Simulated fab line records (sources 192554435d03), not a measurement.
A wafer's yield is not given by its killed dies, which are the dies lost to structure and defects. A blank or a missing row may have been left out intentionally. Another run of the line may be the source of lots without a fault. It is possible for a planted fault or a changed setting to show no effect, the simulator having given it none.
A struck lot beside a sound one + flow n5 finfet + 39 steps out of a route of 1938
Sound: the wafers L101.2, L101.3, L101.4. Struck: wafer L102.5. (L102.6 of the same lot was not struck and is left out.) The cause comes at the end.
Each step with rows lists, per side, the tool, then ch with its chambers, then its first start. Under that, the readings that differ: sound wafers + struck wafers + difference of the means + sigmas: that difference in standard deviations of wafers without a fault.
alike: readings whose means differ by less than 2 such deviations, and words and numbers that are the same on both sides. not compared: withheld readings, readings that some wafer has no value for, bounds like >300 that may hide the same value, and numbers for which the record gives no deviation and whose values overlap.
The two part at a step that has a row with sigmas, a row that says differs or no value, or rows on one side only. Non-overlapping numbers with no deviation appear without sigmas and do not part them. A reading missing from all wafers of one side parts the sides only when that side holds two or more wafers.

first, 9 steps without rows for these wafers: N5_BEOL_M13_SOFTBAKE_23 (time 60 s); N5_BEOL_M13_EXPOSE_25 (exposes mask M13, target cd 210 nm); N5_BEOL_M13_PEB_26 (peb time 90 s); N5_BEOL_M13_DEVELOP_27 (develop time 45 s); N5_BEOL_M13_HARDBAKE_32 (time 120 s); N5_BEOL_M13_DESCUM_33 (chemistry O2, time 7.9 s); N5_BEOL_M13_ETCH_67 (etches SiARC in CF4, target depth 143 nm, time 238.3 s); N5_BEOL_M13_ETCH_68 (etches SOC in N2/H2, time 355 s); N5_BEOL_M13_STRIP_69 (strips in N2/H2).
N5_BEOL_M13_TRENCH_ETCH_34: etches SiOC in C4F8/O2/Ar, target depth 413.47 nm, time 162.6 s.
  sound on rie diel-02 ch 0,2,3, day 15 16:35; struck on rie diel-01 ch 0, day 16 15:37
| reading                  | sound             | struck | difference | sigmas |
|--------------------------|-------------------|--------|------------|--------|
| he outer torr (Torr)     | 30.08 30.07 30.00 | 29.88  | -0.17      | -3     |
| oes product au (a.u.)    | 0.80 0.94 0.82    | 1.09   | +0.24      | +2     |
| model.etch.depth nm (nm) | 412.4 412 412.3   | 652.5  | +240.3     |        |
  alike: bias w, drypump motor current A, he inner torr, rf vpp V, showerhead plenum p Torr, throttle valve pct
  not compared: rf hours counter h
then, 1 step without rows for these wafers: N5_BEOL_M13_STRIP_70 (strips in C4F8/O2/Ar).
N5_BEOL_M13_OCD_MEAS_35:
  sound on ocd-01, day 15 16:46; struck on ocd-01, day 16 15:43
| reading              | sound       | struck | difference | sigmas |
|----------------------|-------------|--------|------------|--------|
| trench depth nm (nm) | 412 412 412 | 653    | +241       | +44    |
then, 11 steps without rows for these wafers: N5_BEOL_M13_STRIP_37 (strips in N2/H2); N5_BEOL_M13_ETCH_38 (etches SiCN in CF4/N2, target depth 67.5 nm, time 71.9 s); N5_BEOL_M13_PRECLEAN_39 (cleans in residue remover, time 60 s); N5_BEOL_M13_SRD_40 (time 30 s, dry time 30 s); N5_BEOL_M13_DEGAS_41 (time 60 s); N5_BEOL_M13_PRE_CLEAN_42 (time 30 s); N5_BEOL_M13_SPUTTER_43 (material TaN, target thk 15 nm, time 24.19 s); N5_BEOL_M13_SPUTTER_44 (material Ta, target thk 10 nm, time 16.13 s); N5_BEOL_M13_SPUTTER_45 (material Cu, target thk 80 nm, time 13.33 s); N5_BEOL_M13_ECD_47 (material Cu, target thk 936 nm); N5_BEOL_M13_ANNEAL_48 (time 90 s).
N5_BEOL_M13_CMP_49: polishes, stops on SiOC, t overpolish 17.1 s, target thk 420 nm.
  sound on cmp-01 ch 0,2,3, day 15 19:38; struck on cmp-01 ch 3, day 16 19:30
| reading                                 | sound           | struck | difference | sigmas |
|-----------------------------------------|-----------------|--------|------------|--------|
| model.Cu_of_BEOL_M13_ECD_47.thk nm (nm) | 422.2 420 420.2 | 659.6  | +238.8     |        |
  alike: barrier field endpoint s, head pressure psi, motor current A, overpolish run s
N5_BEOL_M13_THK_MEAS_50: measures by xrf.
  sound on film metro-01, day 15 19:56; struck on film metro-02, day 16 19:38
| reading      | sound       | struck | difference | sigmas |
|--------------|-------------|--------|------------|--------|
| M13_THK (nm) | 434 431 430 | 663    | +231       | +36    |
then, 2 steps without rows for these wafers: N5_BEOL_M13_PRE_CLEAN_52 (time 15 s); N5_BEOL_M13_DEP_53 (deposits SiCN from 3MS/NH3, target thk 50 nm, time 17.8 s).
N5_BEOL_M13_RS_MEAS_54: measures by four-point-probe.
  sound on film metro-02, day 15 20:04; struck on film metro-02, day 16 19:46
| reading         | sound                | struck | difference | sigmas |
|-----------------|----------------------|--------|------------|--------|
| M13_RS (ohm/sq) | 0.0447 0.0449 0.0449 | 0.0283 | -0.0165    | -27    |
then, 9 steps without rows for these wafers: N5_BEOL_M14_ILD_DEP_00 (deposits SiO2 from TEOS/O2, target thk 1119.3 nm, time 237.4 s); N5_BEOL_M14_COAT_58 (time 60 s, resist thk 89 nm); N5_BEOL_M14_COAT_04 (resist thk 800 nm); N5_BEOL_M14_EBR_06; N5_BEOL_M14_SOFTBAKE_05 (time 60 s); N5_BEOL_M14_EXPOSE_07 (exposes mask V13); N5_BEOL_M14_PEB_08 (peb time 90 s); N5_BEOL_M14_DEVELOP_09 (develop time 45 s); N5_BEOL_M14_HARDBAKE_14 (time 120 s).
N5_BEOL_M15_RC_MEAS_101:
  sound on prober-01 ch 0, day 16 10:29; struck on prober-01 ch 0, day 17 11:25
| reading                    | sound                 | struck  | difference | sigmas |
|----------------------------|-----------------------|---------|------------|--------|
| COMB_M7 (S/m)              | 2e-11 2.2e-11 2.5e-11 | 3.6e-11 | +1.4e-11   | +3     |
| SERP_M13 (ohm/um)          | 0.301 0.318 0.307     | 0.188   | -0.121     | -20    |
| SERP_M13_max_site (ohm/um) | 0.304 0.320 0.309     | 0.191   | -0.120     | -19    |
  alike: COMB_M10, COMB_M10_max_site, COMB_M11, COMB_M11_max_site, COMB_M12, COMB_M14, COMB_M15, COMB_M5, COMB_M6, COMB_M7_max_site, COMB_M8, COMB_M9, SERP_M10, SERP_M11, SERP_M12, SERP_M12_max_site, SERP_M14, SERP_M5, SERP_M6, SERP_M7, SERP_M8, SERP_M9
N5_PASSIVATION_PROBE_49:
  sound on prober-02, day 17 11:13; struck on prober-02, day 18 02:14
  alike: defect limited yield, killed_at_M0_to_M3, killed_at_M4_up, killed at contacts, killed at front end, killed at other, killed dies, killed open, killed short, sort_bin_5_function, sort_bin_6_memory, sort_bin_8_speed, sort n pass, sort yield pct

## WHERE THEY PART
Last at N5_BEOL_M15_RC_MEAS_101 as far as this record goes, first at N5_BEOL_M13_TRENCH_ETCH_34. Later steps at which nothing parts them and some readings are alike: N5_PASSIVATION_PROBE_49.

WHY: the cause the simulator had injected
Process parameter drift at N5_BEOL_M13_TRENCH_ETCH_34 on rie diel-01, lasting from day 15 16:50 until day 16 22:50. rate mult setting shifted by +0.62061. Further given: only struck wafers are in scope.
